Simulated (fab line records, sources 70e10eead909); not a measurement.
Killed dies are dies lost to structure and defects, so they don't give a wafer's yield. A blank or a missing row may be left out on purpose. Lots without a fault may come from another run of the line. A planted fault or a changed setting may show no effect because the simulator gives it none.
A struck lot beside a sound one | flow nand_harc | 15 steps out of a route of 1302
Sound: wafers L271.3, L271.4, L271.5. Struck: wafer L276.2. The cause comes at the end.
At each step with rows: each side's tool, then ch and its chambers, then its first start. Under that, the readings that differ: sound wafers | struck wafers | difference of the means | sigmas: that difference in standard deviations of wafers without a fault.
alike: readings whose means differ by less than 2 such deviations, and words and numbers that are the same on both sides. not compared: withheld readings, readings that some wafer has no value for, bounds like >300 that may hide the same value, and numbers for which the record gives no deviation and whose values overlap.
The two part at a step that has a row with sigmas, a row that says differs or no value, or rows on one side only. Numbers that don't overlap but have no deviation are shown without sigmas and don't part them. A reading that every wafer of one side lacks parts them only if that side has two wafers or more.

first, 1 step without rows for these wafers: NHARC_P_GATE_DESCUM_31 (chemistry O2, time 3 s).
NHARC_P_GATE_ETCH_104: etches the open film in CF4/CHF3, target depth 60 nm.
  sound on rie_diel-02 ch 0,1,3, day 7 22:58; struck on rie_diel-02 ch 0, day 9 18:55
  alike: drypump_motor_current_A, oes_product_au, rf_vpp_V, showerhead_plenum_p_Torr, throttle_valve_pct
then, 2 steps without rows for these wafers: NHARC_P_GATE_HM_OPEN_105 (chemistry O2/COS, target depth 360 nm); NHARC_P_GATE_STRIP_106 (strips in O2/COS).
NHARC_P_GATE_ETCH_114: etches the open film in CF4/O2, target depth 30 nm, overetch 3 nm, time 16.5 s.
  sound on rie_diel-02 ch 1,2,3; struck on rie_diel-02 ch 0
  alike: drypump_motor_current_A, oes_product_au, rf_vpp_V, showerhead_plenum_p_Torr, throttle_valve_pct
  not compared: rf_hours_counter_h
NHARC_P_GATE_ETCH_32: etches the open film in HBr/Cl2, target depth 150 nm, time 100.1 s.
  sound on rie_si-03 ch 0,1,3, day 7 23:22; struck on rie_si-06 ch 1, day 9 19:19
  alike: drypump_motor_current_A, oes_product_au, throttle_valve_pct
  not compared: rf_hours_counter_h
NHARC_P_GATE_STRIP_108: strips in O2.
  sound on rie_diel-05 ch 0,3, day 7 23:29; struck on rie_diel-05 ch 3, day 9 19:29
  reading                | sound                | struck | difference | sigmas
  throttle_valve_pct (%) | 17.062 17.024 17.032 | 17.009 | -0.030     | -3
  alike: drypump_motor_current_A, oes_product_au, rf_vpp_V, showerhead_plenum_p_Torr
  not compared: rf_hours_counter_h
NHARC_P_GATE_CD_MEAS_33:
  sound on cd_sem-02, day 7 23:40; struck on cd_sem-03, day 9 19:37
  alike: cd_nm
then, 3 steps without rows for these wafers: NHARC_P_GATE_STRIP_35 (strips in SPM, time 600 s); NHARC_P_GATE_PRECLEAN_73 (cleans in SC1); NHARC_P_GATE_SRD_74.
NHARC_P_GATE_ALD_36: deposits SiNx, target thk 20 nm, pulse time 60 s, ald cycles 223.
  sound on ald_sin-04 ch 2,3, day 8 01:14; struck on ald_sin-01 ch 2, day 9 20:04
  alike: heater_power_w, precursor_pulse_height_rel
NHARC_P_GATE_ETCHBACK_37: etches the open film in CHF3/O2, target depth 34.5 nm, time 17.2 s.
  sound on rie_diel-03 ch 2,3, day 8 09:38; struck on rie_diel-03 ch 2, day 10 05:35
  reading               | sound             | struck | difference | sigmas
  oes_product_au (a.u.) | 0.995 0.997 0.998 | 0.815  | -0.182     | -7
  alike: drypump_motor_current_A, rf_vpp_V, showerhead_plenum_p_Torr, throttle_valve_pct
  not compared: rf_hours_counter_h
then, 1 step without rows for these wafers: NHARC_P_GATE_STRIP_101 (strips in O2, time 20 s).
NHARC_END_SORT_01:
  the record has rows for the sound wafers here (prober-01 ch 0, day 27 09:55) and none for the struck ones

WHERE THEY PART
First at NHARC_P_GATE_STRIP_108; last, within this record, at NHARC_END_SORT_01.

WHY: what the simulator had put in
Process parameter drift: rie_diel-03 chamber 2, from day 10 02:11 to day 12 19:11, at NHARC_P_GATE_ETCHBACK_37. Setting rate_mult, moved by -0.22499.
